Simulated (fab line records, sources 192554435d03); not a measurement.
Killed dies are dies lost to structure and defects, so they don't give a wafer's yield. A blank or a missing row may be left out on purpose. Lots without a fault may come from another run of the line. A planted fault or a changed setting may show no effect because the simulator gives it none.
One fault seen from 3 desks | flow n5_finfet | each desk has only its own numbers; what lay behind them comes last

THE DEFECT DESK
What the inspections along the route counted, lot by lot: means of the sampled wafers that have a number. A lot is out of limits, marked OUT, if its mean lies more than 4 standard deviations from the usual mean; the brackets give that distance.
Columns: A = raw_defect_count at N5_PMOS_HMC_CHANNEL_EPI_INSPECT_11, usual 2.2; B = raw_defect_count at N5_FIN_SAQP_INSPECT_40, usual 248
lot  | first seen here | A   | B
L491 | day 2 00:52     | 4.0 | 197
L493 | day 2 11:23     | 2.0 | 173
L494 | day 2 18:17     | 2.3 | 201
L497 | day 3 11:10     | 2.0 | 182
L500 | day 4 06:22     | 2.7 | 179
L504 | day 5 05:19     | 3.0 | 862 (+7.9) OUT
L506 | day 5 17:16     | 2.5 | 1080 (+11) OUT
L512 | day 7 04:53     | 1.3 | 183
L513 | day 7 11:36     | 3.0 | 290
This desk's finding: out of limits on L504, L506; first on L504, day 5 13:59 (raw_defect_count at N5_FIN_SAQP_INSPECT_40). In limits: L491, L493, L494, L497, L500, L512, L513.

THE TOOL OWNER'S DESK: pecvd-02
The tool's own readings at N5_FIN_SAQP_PECVD_06 (deposits a-Si from SiH4/He, target thk 60 nm, time 48.1 s): means of the sampled wafers that have a number, for each lot that ran on this tool. A lot is out of limits, marked OUT, if its mean lies more than 4 standard deviations from the usual mean; the brackets give that distance.
Columns: A = heater_power_w at N5_FIN_SAQP_PECVD_06, usual 788 W; B = showerhead_plenum_p_Torr at N5_FIN_SAQP_PECVD_06, usual 5.67 Torr; C = throttle_valve_pct at N5_FIN_SAQP_PECVD_06, usual 18.4 %
lot  | first seen here | A   | B    | C
L494 | day 3 01:26     | 793 | 5.71 | 18.2
L500 | day 4 11:20     | 758 | 5.64 | 16.8
L504 | day 5 09:08     | 752 | 5.69 | 18.2
L506 | day 5 21:07     | 771 | 5.68 | 18.8
This desk's finding: nothing out of limits on any of the 4 lots.

THE METROLOGY DESK
What the gauges read, lot by lot, whatever tool the lot ran on: means of the sampled wafers that have a number. A lot is out of limits, marked OUT, if its mean lies more than 4 standard deviations from the usual mean; the brackets give that distance. Of its 11 readings 7 are shown: the one that was out of limits first, and those that lie furthest out on some lot.
Columns: A = thk_nm at N5_FIN_SAQP_THK_MEAS_07, usual 59.9 nm; B = DIBL_N at N5_BEOL_M4_RC_MEAS_101, usual 37.3 mV/V; C = DIBL_P at N5_BEOL_M4_RC_MEAS_101, usual 37.4 mV/V; D = IOFF_N at N5_BEOL_M4_RC_MEAS_101, usual 0.18 nA/um; E = SS_N at N5_BEOL_M4_RC_MEAS_101, usual 71.8 mV/dec; F = SS_P at N5_BEOL_M4_RC_MEAS_101, usual 73.6 mV/dec; G = VT_N at N5_BEOL_M4_RC_MEAS_101, usual 248 mV
lot  | first seen here | A              | B    | C    | D    | E    | F    | G
L491 | day 2 05:06     | 60.6           | 36.8 | 37.0 | 0.16 | 71.8 | 73.8 | 248
L493 | day 2 15:06     | 59.4           | 34.8 | 35.4 | 0.13 | 71.5 | 72.1 | 253
L494 | day 3 01:34     | 60.9           | 37.6 | 37.3 | 0.19 | 71.8 | 73.8 | 249
L497 | day 3 15:34     | 59.6           | 36.4 | 36.9 | 0.18 | 71.6 | 73.3 | 245
L500 | day 4 11:25     | 59.8           | 35.2 | 36.7 | 0.16 | 71.9 | 72.9 | 250
L504 | day 5 09:13     | 73.0 (+16) OUT | 36.5 | 36.9 | 0.15 | 72.2 | 73.8 | 250
L506 | day 5 21:11     | 80.6 (+26) OUT | 32.0 | 33.1 | 0.13 | 70.6 | 72.6 | 249
L512 | day 7 08:56     | 60.0           | 37.3 | 37.8 | 0.17 | 72.2 | 74.0 | 252
L513 | day 7 16:34     | 60.0           | 36.7 | 35.3 | 0.17 | 71.3 | 73.1 | 248
This desk's finding: out of limits on L504, L506; first on L504, day 5 09:13 (thk_nm at N5_FIN_SAQP_THK_MEAS_07). In limits: L491, L493, L494, L497, L500, L512, L513.

PUT TOGETHER
The metrology desk could have raised an alarm at day 5 09:13, on L504, L506.
The defect desk could have raised an alarm at day 5 13:59, on L504, L506.
The tool owner's desk saw nothing out of limits.
The tool owner's desk has L504, L506 on record, within its limits.
Of the lots named, all ran N5_FIN_SAQP_PECVD_06 on pecvd-02.

WHAT THE SIMULATOR HAD PUT IN
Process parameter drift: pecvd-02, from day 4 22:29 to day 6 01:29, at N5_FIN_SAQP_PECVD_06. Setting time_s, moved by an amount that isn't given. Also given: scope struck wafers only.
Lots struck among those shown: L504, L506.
Hours from the fault's start to each desk's first reading out of limits: the metrology desk, 11; the defect desk, 15.
